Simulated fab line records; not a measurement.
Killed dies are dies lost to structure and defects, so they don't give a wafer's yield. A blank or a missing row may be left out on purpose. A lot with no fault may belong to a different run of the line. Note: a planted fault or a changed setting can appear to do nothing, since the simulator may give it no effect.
Problem report in the 8D (eight disciplines) form, filled by code | flow n5Finfet | the parts of the form that need people (team, actions taken, sign-off) are left out

## 1. WHAT IS WRONG
Wafers without a fault read 409, standard deviation 93; rawDefectCount at N5_BEOL_M11_INSPECT_30 reads a mean of 1366 on 2 wafers belonging to 2 lots. That is +10 standard deviations from the usual mean.
The step: inspects for defects (brightfield).
The first sign was on wafer L629.2 at day 12 01:58, on defectInspect-02. At this step, 27 wafers from 9 lots have a number in the record. The rule behind "out" and "out of limits": a value lying over 4 standard deviations away from the usual mean. The other wafers with a number count as sound.

## 2. WHAT THIS IS AND IS NOT
question                    | is                                 | is not
which readings at this step | rawDefectCount                     | -
which lots                  | L629, L632                         | L624, L627, L628, L639, L645, L646, L647
which wafers of those lots  | L629.2, L632.5                     | L629.4, L629.5, L632.1, L632.4
read on which gauges        | defectInspect-01, defectInspect-02 | -
when                        | from day 12 01:58                  | up to then (11 sound wafers); but 14 sound wafers of L632, L639, L645, L646, L647 came after

## 3. WHAT RULES OUT EACH SUSPECT
Counting: if a tool at a process step up to the reading ran every lot that is out, it stays a suspect. Sound lots after the first of them don't rule it out here, since some wafers of a struck lot are sound.
- ruled out: the gauge at N5_BEOL_M11_INSPECT_30. 2 gauges (defectInspect-01, defectInspect-02) read the wafers that are out.
- rieMetal-03 at N5_BEOL_M11_HM_OPEN_17 (chemistry Cl2/BCl3, target TiN, target depth 20 nm, overetch 6 nm): kept. Every lot that is out went through it, the first being L629 (day 11 15:24); the last sound lot it ran before that was L627 (day 10 20:59).
- The sound lot-mates ran in chamber 0 of rieMetal-03 at N5_BEOL_M11_HM_OPEN_17, but the wafers that are out ran in chamber 1.
The count leaves rieMetal-03 at N5_BEOL_M11_HM_OPEN_17.

## 4. THE CAUSE (what the simulator had put in)
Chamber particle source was rieMetal-03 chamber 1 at N5_BEOL_M11_HM_OPEN_17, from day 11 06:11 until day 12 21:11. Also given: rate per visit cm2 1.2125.
Counting left only this tool.

## 5. SEQUENCE OF EFFECTS, ordered by route
One row per reading whose mean, taken over the struck wafers that have a number, lies over 3 standard deviations from the usual. Readings are gone through only where the record gives a usual standard deviation; hours: the median, over the lots, of the time from a lot's start at the first step in this table giving one to that lot's start at this step; sigmas: the change measured in usual standard deviations.
hours | step                    | reading             | usual  | on struck wafers | change | sigmas
0     | N5_BEOL_M11_INSPECT_30  | rawDefectCount      | 409    | 1366             | +957   | +10
49    | N5_PASSIVATION_PROBE_49 | defectLimitedYield  | 91.1 % | 82.4             | -8.7   | -6.7
49    | N5_PASSIVATION_PROBE_49 | killed_at_M4_up     | 14     | 106              | +92    | +16
49    | N5_PASSIVATION_PROBE_49 | killedDies          | 105    | 208              | +102   | +6.8
49    | N5_PASSIVATION_PROBE_49 | killedOnRim         | 14     | 31               | +17    | +4.0
49    | N5_PASSIVATION_PROBE_49 | sort_bin_5_function | 5.3 %  | 10.6             | +5.3   | +6.5
49    | N5_PASSIVATION_PROBE_49 | sortNPass           | 1075   | 972              | -102   | -6.8
49    | N5_PASSIVATION_PROBE_49 | sortYieldPct        | 91.1 % | 82.4             | -8.7   | -6.7
Process steps it contains:
- N5_PASSIVATION_PROBE_49

## 6. WHAT WOULD HAVE CAUGHT IT SOONER
In this record the first reading out of limits at a measuring or inspecting step was taken at day 12 01:58, 20 hours after the fault began at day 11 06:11.
An alarm limit of 4 standard deviations would not have fired on the tool readings at N5_BEOL_M11_HM_OPEN_17 for which the record gives a usual standard deviation, since none of them was out on any struck wafer.
Lots out: 2; of these, L632 started N5_BEOL_M11_HM_OPEN_17 on rieMetal-03 after day 12 01:58. Had the tool been put on hold then, it would have been spared.
